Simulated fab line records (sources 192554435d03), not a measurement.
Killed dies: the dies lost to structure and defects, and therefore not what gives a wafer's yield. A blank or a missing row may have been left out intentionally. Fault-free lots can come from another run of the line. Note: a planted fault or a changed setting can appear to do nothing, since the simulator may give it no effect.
Lot-split experiment	flow n5Finfet	21 wafers read from 7 lots, route of 1938 steps

== ABOUT THE SPLIT ==
At N5_BEOL_M13_ILD_DEP_00 (deposits SiOC from DEMS/O2, target thk 837.92 nm, time 166.4 s), the setting timeS was moved away from the recipe's 166.4 s on 9 of the 21 wafers read, by +4.3% to +14.5%. For the rest of the wafers, this setting stayed at what the recipe calls for.

== FROM THE SPLIT TO THE READING: what the file shows between them, 6 steps ==
- N5_BEOL_M13_THK_MEAS_01
- N5_BEOL_M13_COAT_58: time 60 s, resist thk 89 nm
- N5_BEOL_M13_COAT_04: resist thk 400 nm
- N5_BEOL_M13_DESCUM_15: chemistry O2, time 7.9 s
- N5_BEOL_M13_ETCH_59: etches BARC in N2/H2, target depth 89 nm, overetch 26.7 nm, time 67.9 s
- N5_BEOL_M13_VIA_ETCH_16: etches SiOC in C4F8/O2/Ar, target depth 921.7 nm

== THE READING ==
oesProductAu, in a.u., at N5_BEOL_M13_STRIP_63 (strips in N2/H2). On this fab line, fault-free wafers typically give 0.674 a.u. with a standard deviation of 0.0051 a.u.

wafer	tool, chamber at the split	timeS as run, s	against the recipe	oesProductAu, a.u.	against lot-mates on the recipe
L076.1	pecvd-01, 0	179.5	+7.9%	0.666	no lot-mate on the recipe
L076.3	pecvd-01, 1	179.5	+7.9%	0.663	no lot-mate on the recipe
L076.6	pecvd-01, 0	179.5	+7.9%	0.665	no lot-mate on the recipe
L078.2	pecvd-01, 0	166.4	recipe	0.671	-
L078.3	pecvd-01, 0	166.4	recipe	0.669	-
L078.6	pecvd-01, 1	166.4	recipe	0.676	-
L080.1	pecvd-01, 0	166.4	recipe	0.670	-
L080.5	pecvd-01, 1	181.2	+8.9%	0.664	-0.011
L080.6	pecvd-01, 0	166.4	recipe	0.680	-
L085.1	pecvd-03, 0	173.6	+4.3%	0.671	-0.011
L085.2	pecvd-03, 1	166.4	recipe	0.682	-
L085.4	pecvd-03, 0	173.6	+4.3%	0.664	-0.018
L086.1	pecvd-02, 1	166.4	recipe	0.671	-
L086.4	pecvd-02, 2	166.4	recipe	0.677	-
L086.6	pecvd-02, 1	166.4	recipe	0.669	-
L093.2	pecvd-02, 0	187	+12.4%	0.651	-0.019
L093.5	pecvd-02, 0	166.4	recipe	0.670	-
L093.6	pecvd-02, 2	187	+12.4%	0.653	-0.017
L094.1	pecvd-03, 0	190.5	+14.5%	0.650	-0.021
L094.4	pecvd-03, 2	166.4	recipe	0.670	-
L094.6	pecvd-03, 1	166.4	recipe	0.671	-

FIT RESULTS
A straight line over all 21 wafers: oesProductAu changes by -0.00148 a.u. for each +1% of timeS; r = -0.88; the points scatter about the line by 0.0041 a.u.
The same after taking each lot's own level away (the mean of its wafers on the recipe; 18 wafers): -0.00146 a.u. for each +1%; r = -0.89; scatter 0.0041 a.u.
According to that fit, moving timeS by its largest amount changes the reading by 0.021 a.u.
Across the lots, their own levels run from 0.6700 to 0.6820 a.u., a range of 2.4 times the standard deviation given above.
The two slopes agree, so the slope changes little with the lot-to-lot level.
Check: for one of the wafers moved furthest among these (+14.5%), held out of the fit, the line's prediction against its lot-mates is -0.0226 a.u. It came out at -0.0205 a.u. against them.

== ADDITIONAL SPLITS CARRIED BY THESE WAFERS ==
Note: prior to the reading, these wafers also went through further splits. Each is held against what the fit with the lots' levels taken away leaves over:
other split on the same wafers	wafers away from the commonest value	r with oesProductAu (lot level and that fit taken away)
N5_BEOL_M10_ETCH_41 sourceW	10	+0.39
N5_BEOL_M12_SPUTTER_44 timeS	8	-0.55

== THE WHOLE CHAIN: every reading that the file lists as answering this split, in the file's order ==
step	what it does	reading	change (the file's fit)	r (the file's)
N5_BEOL_M13_ILD_DEP_00	deposits SiOC from DEMS/O2, target thk 837.92 nm, time 166.4 s	SiOC_of_BEOL_M13_ILD_DEP_00.thkNm (the simulator's own value, which no gauge read)	+7.89 nm for each +1% of the setting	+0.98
N5_BEOL_M13_THK_MEAS_01		M13_ILD_THK	+7.88 for each +1% of the setting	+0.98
N5_BEOL_M13_VIA_ETCH_16	etches SiOC in C4F8/O2/Ar, target depth 921.7 nm	etch.depthNm (the simulator's own value, which no gauge read)	+7.89 nm for each +1% of the setting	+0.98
N5_BEOL_M13_VIA_ETCH_16	etches SiOC in C4F8/O2/Ar, target depth 921.7 nm	coat_of_BEOL_M13_COAT_04.thkNm (the simulator's own value, which no gauge read)	-2.31 nm for each +1% of the setting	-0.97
N5_BEOL_M13_STRIP_63	strips in N2/H2	oesProductAu	-0.0015 a.u. for each +1% of the setting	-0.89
N5_BEOL_M13_STRIP_63	strips in N2/H2	stripTimeToEndpointS	withheld for each +1% of the setting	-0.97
N5_BEOL_M13_ETCH_38	etches SiCN in CF4/N2, target depth 67.5 nm, time 71.9 s	SiOC_of_BEOL_M13_ILD_DEP_00.thkNm (the simulator's own value, which no gauge read)	+7.98 nm for each +1% of the setting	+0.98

== THE FILE'S OWN FIT ==
oesProductAu changes by -0.0015 a.u. for each +1% of timeS, r = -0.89.
